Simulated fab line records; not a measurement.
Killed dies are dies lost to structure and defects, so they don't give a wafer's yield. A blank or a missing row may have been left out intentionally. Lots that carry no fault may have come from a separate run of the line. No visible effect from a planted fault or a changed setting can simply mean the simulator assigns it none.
fab line records ; flow nand-harc
[record] lots = 11; wafers = 33; last-day = 33
route steps=1302 shown A_BLC@1126 A_M0@1160 END@1302
lots with no fault: from the same line, run without faults
start-h: start of the lot's first displayed wafer, in hours after the record's first day ; wait-h: how many hours have passed since the lot's step before this one ; " as in the row above ; L1.1+2: several wafers, shown together as one row ; - either no value or no given start ; * or withheld: withheld ; < > ~ a bound
route shown NAME@n: names a module that has steps shown in the file, with the first one's number in the route ; usual: average and standard deviation across the fault-free wafers ; same: alike in all rows ; chamber/n: place in a boat ; sites: the reading at each site ; _std_site: how widely they spread, as a standard deviation ; _edge_site: mean of outer sites minus mean of inner sites ; radius-mm: how far each site lies from the wafer's centre ; mask NAME#n: copy n ; behind: the tool/chamber that last shaped the wafer ; hold: why the lot went on hold/how many hours it stayed there/how the hold came to an end ; device: transistor that didn't switch, given as n, p or np ; end of line: the route-end tests of the same wafers ; for a step that has no rows: nothing shown but its recipe ; killed: at the first sort, the dies lost to defects and structure; wafer yield is something else ; map: the dies of a wafer, with x for killed, . for not killed, _ for no die there
set.NAME: the setting that was run; set.NAME@STEP: the one run at that earlier step ; model.NAME: the simulator's own value behind a step, which no gauge read
a sample of lots followed through the steps of the route, with each step as a table and each wafer as a row
services: from which hour (start-h, from the record's first day; less than 0 if before it) a tool's chamber was out of use, for how many hours, and why
[[steps]]
[step NHARC_A_BLC_STRIP_21]
[recipe] o2-flow-sccm = 500; ar-flow-sccm = 0; bias-w = 0; chemistry = O2
[usual] drypump-motor-current-A = 5.4/0.52; oes-product-au = 1.001/0.011; rf-vpp-V = 58.0/0.84; showerhead-plenum-p-Torr = 3.59/0.16; throttle-valve-pct = 17.036/0.0077
[same] bias-w = 0
lot.wafer;tool;chamber;start-h;wait-h;drypump-motor-current-A;oes-product-au;rf-hours-counter-h;rf-vpp-V;showerhead-plenum-p-Torr;throttle-valve-pct
L920.4;rie-diel-08;0;541.97;0.1;4.8;1.000;8;57.8;3.32;17.034
L920.3;rie-diel-08;2;541.97;0.1;5.0;0.990;9;58.5;3.58;17.032
L920.5;rie-diel-08;0;541.97;0.1;4.8;1.005;-;57.7;3.32;17.039
L921.4;rie-diel-11;1;550.76;0.1;5.0;0.997;10;58.3;3.76;17.034
L921.1;rie-diel-11;2;550.76;0.1;6.3;0.988;8;57.6;3.66;17.036
L921.3;rie-diel-11;0;550.76;0.1;5.4;1.017;9;57.1;3.28;17.041
L922.1;rie-diel-11;0;574.85;0.1;5.4;1.010;11;57.4;3.28;17.019
L922.3;rie-diel-11;1;574.85;0.1;5.0;0.995;12;57.5;3.76;17.049
L922.2;rie-diel-11;2;574.85;0.1;6.3;0.985;10;57.0;3.66;17.051
L923.2;rie-diel-13;1;580.75;0.1;5.9;0.990;18;59.2;3.71;17.041
L923.3;rie-diel-13;3;580.75;0.1;5.9;1.021;17;57.4;3.53;17.036
L923.5;rie-diel-13;1;580.75;0.1;6.0;0.992;-;57.3;3.71;17.033
L925.2;rie-diel-08;1;611.49;0.1;4.9;0.976;4;59.0;3.77;17.037
L925.4;rie-diel-08;0;611.49;0.1;4.9;1.017;4;57.1;3.31;17.036
L925.5;rie-diel-08;2;611.49;0.1;5.0;0.987;-;56.9;3.57;17.038
L926.2;rie-diel-08;2;616.09;0.1;5.0;0.995;5;57.8;3.57;17.036
L926.3;rie-diel-08;3;616.09;0.1;5.8;1.011;5;57.1;3.64;17.026
L926.6;rie-diel-08;2;616.09;0.1;5.0;0.993;-;57.2;3.57;17.043
L936.1;rie-diel-11;0;706.56;0.1;5.4;0.995;9;56.8;3.28;17.025
L936.5;rie-diel-11;1;706.56;0.1;5.0;0.997;-;59.0;3.75;17.041
L936.6;rie-diel-11;0;706.56;0.1;5.4;1.005;-;56.7;3.28;17.030
L937.2;rie-diel-08;2;713.62;0.1;5.0;0.986;11;57.6;3.57;17.034
L937.1;rie-diel-08;0;713.62;0.1;4.8;1.016;11;58.1;3.31;17.031
L937.5;rie-diel-08;3;713.62;0.1;5.7;0.998;-;56.9;3.64;17.036
L939.2;rie-diel-11;1;726.67;0.2;5.0;0.996;11;58.6;3.75;17.043
L939.3;rie-diel-11;2;726.67;0.2;6.3;1.014;-;58.7;3.65;17.036
L939.4;rie-diel-11;1;726.67;0.2;5.0;1.003;-;58.2;3.75;17.050
L938.4;rie-diel-13;1;729.11;0.1;6.0;0.993;7;57.8;3.68;17.026
L938.2;rie-diel-13;3;729.11;0.1;6.0;1.024;7;57.1;3.51;17.037
L938.5;rie-diel-13;1;729.11;0.1;6.0;0.996;-;56.4;3.68;17.034
L940.3;rie-diel-08;3;747.71;0.1;5.8;1.020;1;57.7;3.64;17.032
L940.2;rie-diel-08;2;747.71;0.1;5.0;0.999;1;58.1;3.57;17.035
L940.6;rie-diel-08;0;747.71;0.1;4.8;1.005;-;57.1;3.31;17.033
[step NHARC_A_BLC_ALD_23]
[recipe] target-thk-a = 30; pulse-time-s = 1; ald-cycles = 150; temp-c = 450; material = TiN
[usual] heater-power-w = 1111/110; precursor-pulse-height-rel = 0.999/0.02
[same] pulse-time-s = 1
lot.wafer;tool;chamber;start-h;wait-h;heater-power-w;precursor-pulse-height-rel;since-wet-clean-h
L920.3;ald-metal-02;0;542.66;-;1180;0.986;101
L920.4;ald-metal-02;1;542.66;-;924;0.946;101
L920.5;ald-metal-02;0;542.66;-;1163;0.975;-
L921.1;ald-metal-02;2;551.43;-;1062;0.979;109
L921.4;ald-metal-02;3;551.43;-;1045;1.014;109
L921.3;ald-metal-02;1;551.43;-;942;0.989;110
L922.3;ald-metal-02;1;575.51;-;909;1.022;134
L922.1;ald-metal-02;2;575.51;-;1062;1.021;134
L922.2;ald-metal-02;0;575.51;-;1164;0.972;134
L923.2;ald-metal-03;1;581.46;-;1125;1.020;3
L923.3;ald-metal-03;2;581.46;-;1034;0.982;4
L923.5;ald-metal-03;0;581.46;-;1244;1.011;-
L925.2;ald-metal-03;2;612.19;-;1012;1.004;34
L925.4;ald-metal-03;2;612.19;-;1023;0.993;-
L925.5;ald-metal-03;0;612.19;-;1289;1.033;-
L926.2;ald-metal-03;2;616.78;-;1063;0.979;39
L926.3;ald-metal-03;3;616.78;-;1224;0.999;39
L926.6;ald-metal-03;0;616.78;-;1274;0.988;-
L936.1;ald-metal-03;3;707.21;-;1203;1.015;129
L936.6;ald-metal-03;0;707.21;-;1289;0.993;-
L936.5;ald-metal-03;2;707.21;-;1039;0.978;-
L937.2;ald-metal-01;2;714.28;-;923;0.996;0
L937.1;ald-metal-01;0;714.28;-;1137;1.002;0
L937.5;ald-metal-01;2;714.28;-;924;0.986;-
L939.2;ald-metal-03;3;727.37;-;1163;1.031;149
L939.3;ald-metal-03;1;727.37;-;1121;0.982;149
L939.4;ald-metal-03;2;727.37;-;1053;0.971;149
L938.2;ald-metal-02;3;729.82;-;1056;0.998;110
L938.4;ald-metal-02;0;729.82;-;1191;1.009;110
L938.5;ald-metal-02;1;729.82;-;912;0.990;-
L940.3;ald-metal-01;0;748.37;-;1164;1.006;34
L940.2;ald-metal-01;2;748.37;-;915;0.991;34
L940.6;ald-metal-01;1;748.37;-;1031;1.009;-
[step NHARC_A_BLC_INSPECT_28]
[usual] raw-defect-count = 519/120
lot.wafer;tool;chamber;start-h;wait-h;raw-defect-count
L920.3;defect-inspect-02;-;543.77;0.1;414
L920.4;defect-inspect-02;-;543.77;0.1;616
L920.5;defect-inspect-02;-;543.77;0.1;546
L921.1;defect-inspect-02;-;552.57;0.1;387
L921.3;defect-inspect-02;-;552.57;0.1;695
L921.4;defect-inspect-02;-;552.57;0.1;577
L922.1;defect-inspect-02;-;576.68;0.1;554
L922.2;defect-inspect-02;-;576.68;0.1;488
L922.3;defect-inspect-02;-;576.68;0.1;439
L923.2;defect-inspect-01;-;582.55;0.1;369
L923.3;defect-inspect-01;-;582.55;0.1;533
L923.5;defect-inspect-01;-;582.55;0.1;769
L925.2;defect-inspect-01;-;613.42;0.1;535
L925.4;defect-inspect-01;-;613.42;0.1;369
L925.5;defect-inspect-01;-;613.42;0.1;939
L926.2;defect-inspect-01;-;617.95;0.1;393
L926.3;defect-inspect-01;-;617.95;0.1;480
L926.6;defect-inspect-01;-;617.95;0.1;426
L936.1;defect-inspect-02;-;708.39;0.1;674
L936.5;defect-inspect-02;-;708.39;0.1;619
L936.6;defect-inspect-02;-;708.39;0.1;735
L937.1;defect-inspect-01;-;715.53;0.1;563
L937.2;defect-inspect-01;-;715.53;0.1;470
L937.5;defect-inspect-01;-;715.53;0.1;505
L939.2;defect-inspect-02;-;728.56;0.1;534
L939.3;defect-inspect-02;-;728.56;0.1;572
L939.4;defect-inspect-02;-;728.56;0.1;1056
L938.2;defect-inspect-02;-;730.92;0.1;510
L938.4;defect-inspect-02;-;730.92;0.1;424
L938.5;defect-inspect-02;-;730.92;0.1;484
L940.2;defect-inspect-01;-;749.55;0.1;411
L940.3;defect-inspect-01;-;749.55;0.1;389
L940.6;defect-inspect-01;-;749.55;0.1;525
[step NHARC_A_M0_ECD_22]
[recipe] target-thk-a = 4000; bath-temp-c = 25; material = Cu
[usual] bath-heat-duty-pct = 6.7/1; bath-temp-c = 25.01/0.1
lot.wafer;tool;chamber;start-h;wait-h;bath-heat-duty-pct;bath-temp-c
L920.4;ecd-cu-01;1;546.23;-;6.2;25.04
L920.3;ecd-cu-01;0;546.23;-;7.3;24.99
L920.5;ecd-cu-01;1;546.23;-;5.6;25.11
L921.1;ecd-cu-02;0;554.94;-;8.5;25.00
L921.3;ecd-cu-02;0;554.94;-;8.4;25.04
L921.4;ecd-cu-02;1;554.94;-;6.1;24.99
L922.1;ecd-cu-02;1;579.08;-;6.0;25.04
L922.2;ecd-cu-02;0;579.08;-;8.1;24.99
L922.3;ecd-cu-02;0;579.08;-;8.2;24.93
L923.2;ecd-cu-01;0;584.84;-;5.4;24.93
L923.3;ecd-cu-01;1;584.84;-;6.3;25.01
L923.5;ecd-cu-01;1;584.84;-;6.6;24.97
L925.2;ecd-cu-02;1;615.94;-;-;-
L925.4;ecd-cu-02;0;615.94;-;-;-
L925.5;ecd-cu-02;0;615.94;-;-;-
L926.2;ecd-cu-02;0;620.19;-;-;-
L926.3;ecd-cu-02;0;620.19;-;-;-
L926.6;ecd-cu-02;0;620.19;-;-;-
L936.1;ecd-cu-02;1;710.70;-;6.6;24.92
L936.5;ecd-cu-02;0;710.70;-;8.7;24.94
L936.6;ecd-cu-02;1;710.70;-;6.8;24.93
L937.2;ecd-cu-01;0;718.46;-;6.6;24.96
L937.1;ecd-cu-01;1;718.46;-;6.1;24.96
L937.5;ecd-cu-01;1;718.46;-;6.1;25.03
L939.2;ecd-cu-02;1;730.97;-;6.2;24.85
L939.4;ecd-cu-02;0;730.97;-;9.1;24.92
L939.3;ecd-cu-02;1;730.97;-;5.6;24.86
L938.2;ecd-cu-02;0;733.28;-;8.5;24.98
L938.4;ecd-cu-02;1;733.28;-;6.2;25.14
L938.5;ecd-cu-02;0;733.28;-;8.3;25.04
L940.2;ecd-cu-02;0;751.96;-;8.4;25.01
L940.3;ecd-cu-02;1;751.96;-;6.9;25.02
L940.6;ecd-cu-02;0;751.96;-;8.3;25.04
[step NHARC_A_M0_CMP_23]
[recipe] t-overpolish-s = 20; target-thk-nm = 113.75
[usual] edge-zone-pressure-frac = 1.000/0.0049; motor-current-A = 12.1/1.3; slurry-flow-ml-min = 150.0/0.44; time-to-endpoint-s = 29/3.1
lot.wafer;tool;chamber;start-h;wait-h;edge-zone-pressure-frac;motor-current-A;slurry-flow-ml-min;time-to-endpoint-s
L920.4;cmp-04;0;546.85;-;0.999;11.8;150.0;30
L920.3;cmp-04;2;546.85;-;0.991;14.9;149.7;33
L920.5;cmp-04;0;546.85;-;0.991;11.1;150.3;30
L921.1;cmp-02;0;555.69;-;0.992;11.3;150.8;29
L921.4;cmp-02;1;555.69;-;0.997;11.2;150.1;27
L921.3;cmp-02;2;555.69;-;0.992;11.3;150.1;28
L922.3;cmp-03;1;579.84;-;1.005;11.5;149.4;25
L922.1;cmp-03;2;579.84;-;1.004;10.6;149.8;27
L922.2;cmp-03;3;579.84;-;1.000;10.5;149.8;29
L923.2;cmp-04;3;585.59;-;1.002;12.5;150.4;24
L923.3;cmp-04;0;585.59;-;0.998;11.3;150.0;32
L923.5;cmp-04;1;585.59;-;0.998;12.6;149.1;35
L925.4;cmp-03;1;616.68;-;1.000;11.5;150.0;0
L925.2;cmp-03;3;616.68;-;1.002;10.7;149.3;2
L925.5;cmp-03;0;616.68;-;0.997;13.7;150.6;3
L926.2;cmp-04;2;620.97;-;1.001;14.2;150.7;7
L926.3;cmp-04;3;620.97;-;0.994;13.1;150.1;0
L926.6;cmp-04;1;620.97;-;1.001;12.6;150.4;7
L936.1;cmp-02;1;711.40;-;1.002;12.0;149.8;27
L936.5;cmp-02;0;711.40;-;0.996;11.6;149.7;29
L936.6;cmp-02;1;711.40;-;1.002;11.6;150.3;30
L937.2;cmp-03;2;719.22;-;0.993;10.7;149.9;28
L937.1;cmp-03;3;719.22;-;0.996;10.5;149.7;33
L937.5;cmp-03;2;719.22;-;1.000;10.7;150.7;27
L939.2;cmp-02;1;731.68;-;0.993;11.8;149.9;29
L939.3;cmp-02;2;731.68;-;0.992;12.0;150.6;29
L939.4;cmp-02;3;731.68;-;1.000;12.0;149.5;28
L938.4;cmp-02;3;733.99;-;1.009;11.6;149.7;30
L938.2;cmp-02;0;733.99;-;1.001;11.1;149.2;29
L938.5;cmp-02;0;733.99;-;1.004;11.1;149.5;29
L940.2;cmp-02;3;753.14;-;0.999;11.7;149.6;26
L940.3;cmp-02;1;753.14;-;1.007;11.5;149.6;25
L940.6;cmp-02;0;753.14;-;0.997;11.2;150.0;28
[step NHARC_A_M0_THK_MEAS_24]
[recipe] thk-meas-gauge = xrf
[usual] thk-nm = 113.7/1.6
lot.wafer;tool;chamber;start-h;wait-h;thk-nm
L920.3;film-metro-02;-;547.16;-;115.2
L920.4;film-metro-02;-;547.16;-;114.1
L920.5;film-metro-02;-;547.16;-;113.9
L921.1;film-metro-02;-;555.98;-;113.8
L921.3;film-metro-02;-;555.98;-;116.2
L921.4;film-metro-02;-;555.98;-;114.9
L922.1;film-metro-02;-;580.12;-;113.7
L922.2;film-metro-02;-;580.12;-;114.2
L922.3;film-metro-02;-;580.12;-;114.4
L923.2;film-metro-01;-;585.85;-;112.8
L923.3;film-metro-01;-;585.85;-;115.2
L923.5;film-metro-01;-;585.85;-;116.1
L925.2;film-metro-01;-;616.97;-;28.0
L925.4;film-metro-01;-;616.97;-;28.4
L925.5;film-metro-01;-;616.97;-;30.0
L926.2;film-metro-01;-;621.22;-;30.2
L926.3;film-metro-01;-;621.22;-;30.4
L926.6;film-metro-01;-;621.22;-;30.8
L936.1;film-metro-01;-;711.69;-;115.3
L936.5;film-metro-01;-;711.69;-;113.3
L936.6;film-metro-01;-;711.69;-;114.8
L937.1;film-metro-02;-;719.50;-;114.7
L937.2;film-metro-02;-;719.50;-;114.7
L937.5;film-metro-02;-;719.50;-;113.1
L939.2;film-metro-02;-;731.96;-;112.9
L939.3;film-metro-02;-;731.96;-;112.5
L939.4;film-metro-02;-;731.96;-;114.2
L938.2;film-metro-02;-;734.31;-;112.4
L938.4;film-metro-02;-;734.31;-;112.2
L938.5;film-metro-02;-;734.31;-;111.0
L940.2;film-metro-02;-;753.46;-;113.1
L940.3;film-metro-02;-;753.46;-;115.2
L940.6;film-metro-02;-;753.46;-;112.5
[step NHARC_END_SORT_01]
[recipe] temp-c = 25
[usual] defect-limited-yield = 91.1/2.9; killed-at-array = 55/19; killed-at-other = 0.8/1.1; killed-at-periphery = 4.0/2.6; killed-dies = 60/20; killed-open = 3.4/1.7; killed-short = 2.6/1.5
[same] gross-dies = 677
lot.wafer;tool;chamber;start-h;wait-h;defect-limited-yield[%];killed-at-array;killed-at-other;killed-at-periphery;killed-dies;killed-open;killed-short
L925.2;prober-01;0;653.68;2.8;0;672;1;4;677;3;1
L925.4;prober-01;0;655.27;3.4;0;673;1;3;677;6;2
L925.5;prober-01;0;656.06;3.7;0;672;0;5;677;3;4
L926.2;prober-02;0;658.98;2.8;0;673;2;2;677;1;1
L926.3;prober-02;0;659.78;3.1;0;671;3;3;677;1;3
L926.6;prober-02;0;662.18;4.0;0;669;2;6;677;4;6
// killed by level:class
L925.2 A_M0:area-ecd=640 A_CHANNEL_HOLE_D2:chamber-film-flake=14 A_CHANNEL_HOLE_D1:chamber-film-flake=8 A_CONTACT:chamber-film-flake=4 A_M1:geometric-particle:open=2 A_STAIRCASE:chamber-film-flake=2 P_CONTACT:geometric-particle:open=1 P_M2:geometric-particle:short=1
L925.4 A_M0:area-ecd=643 A_CHANNEL_HOLE_D2:chamber-film-flake=11 A_CHANNEL_HOLE_D1:chamber-film-flake=6 A_ONON_D1:geometric-particle:open=3 A_SLIT:chamber-film-flake=2 A_WL_FILL:chamber-film-flake=2 A_CONTACT:chamber-film-flake=2 P_M2:geometric-particle:short=1
L925.5 A_M0:area-ecd=650 A_CHANNEL_HOLE_D1:chamber-film-flake=4 A_CHANNEL_HOLE_D2:chamber-film-flake=4 A_SLIT:chamber-film-flake=4 A_WL_FILL:geometric-particle:short=2 A_CONTACT:chamber-film-flake=2 P_GATE:geometric-particle:open=1 P_M0:geometric-particle:open=1
L926.2 A_M0:area-ecd=599 A_CHANNEL_HOLE_D1:chamber-film-flake=32 A_SLIT:chamber-film-flake=25 A_CHANNEL_HOLE_D2:chamber-film-flake=12 P_BONDPAD:chamber-film-flake=2 A_ZERO_WELL:chamber-film-flake=2 THIN_TSV:chamber-film-flake=2 A_SGD_CUT:geometric-particle:short=1
L926.3 A_M0:area-ecd=578 A_CHANNEL_HOLE_D1:chamber-film-flake=43 A_SLIT:chamber-film-flake=30 A_CHANNEL_HOLE_D2:chamber-film-flake=10 A_CONTACT:chamber-film-flake=5 THIN_TSV:chamber-film-flake=3 P_BONDPAD:chamber-film-flake=2 A_DECK1_JOINT:geometric-particle:short=1
L926.6 A_M0:area-ecd=593 A_CHANNEL_HOLE_D1:chamber-film-flake=35 A_SLIT:chamber-film-flake=20 A_CONTACT:chamber-film-flake=8 A_CHANNEL_HOLE_D2:chamber-film-flake=5 A_STAIRCASE:chamber-film-flake=3 P_M0:geometric-particle:open=2 A_WL_FILL:geometric-particle:short=2
[[services]]
tool;chamber;start-h;hours;kind
rie-diel-11;0;521.21;12.1;repair
cmp-02;-;526.50;4.0;pm
rie-diel-08;-;544.80;9.0;pm
cmp-02;-;552.36;0.5;repair
ald-metal-02;3;564.14;25.3;repair
ald-metal-03;-;568.00;10.0;pm
cmp-02;-;574.66;7.4;repair
cmp-02;-;589.74;1.5;repair
ecd-cu-02;-;596.29;8.0;pm
ald-metal-03;3;609.13;6.0;repair
ald-metal-03;1;609.14;106.5;repair
cmp-02;-;612.79;2.0;repair
cmp-02;-;615.43;1.4;repair
cmp-02;-;624.50;4.0;pm
rie-diel-08;-;627.54;1.7;repair
rie-diel-08;1;630.71;1.6;repair
ald-metal-03;-;638.21;0.2;repair
rie-diel-08;2;667.53;13.4;repair
ald-metal-03;3;700.98;5.3;repair
ecd-cu-02;-;706.39;0.3;repair
rie-diel-08;-;721.80;9.0;pm
cmp-02;-;722.50;4.0;pm
ald-metal-03;2;736.61;19.7;repair
ald-metal-03;-;746.00;10.0;pm
[[key]]
[first-sign] step = NHARC_A_M0_ECD_22; reading = tool-record; direction = missing
[effect] step = NHARC_A_M0_CMP_23; reading = time-to-endpoint-s; direction = down; sigmas = 8.2; usual = *; struck = *
[effect] step = NHARC_A_M0_THK_MEAS_24; reading = thk-nm; direction = down; sigmas = 54; usual = 113.7; struck = 29.6
[effect] step = NHARC_END_SORT_01; reading = killed-at-array; direction = up; sigmas = 32; usual = 55; struck = 672
[more-kills-born-at] NHARC_A_M0_ECD_22@ecd-cu-02 = 3703
met-at NHARC_A_M0_ECD_22
struck-lots L925,L926
later-rows-left-out L925.2,L925.4,L925.5,L926.2,L926.3,L926.6
not-acting-at NHARC_A_BLC_STRIP_21,NHARC_A_BLC_ALD_23,NHARC_A_BLC_INSPECT_28
onset-between 579.08 615.94
[fault] kind = skipped-step-whole; tool = ecd-cu-02; chamber = -; onset-h = 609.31; steps = NHARC_A_M0_ECD_22; scope = struck-lots-only
// later-rows-left-out: the simulator's readings of these wafers behind a module that went badly wrong aren't trusted and aren't shown, but for the sort
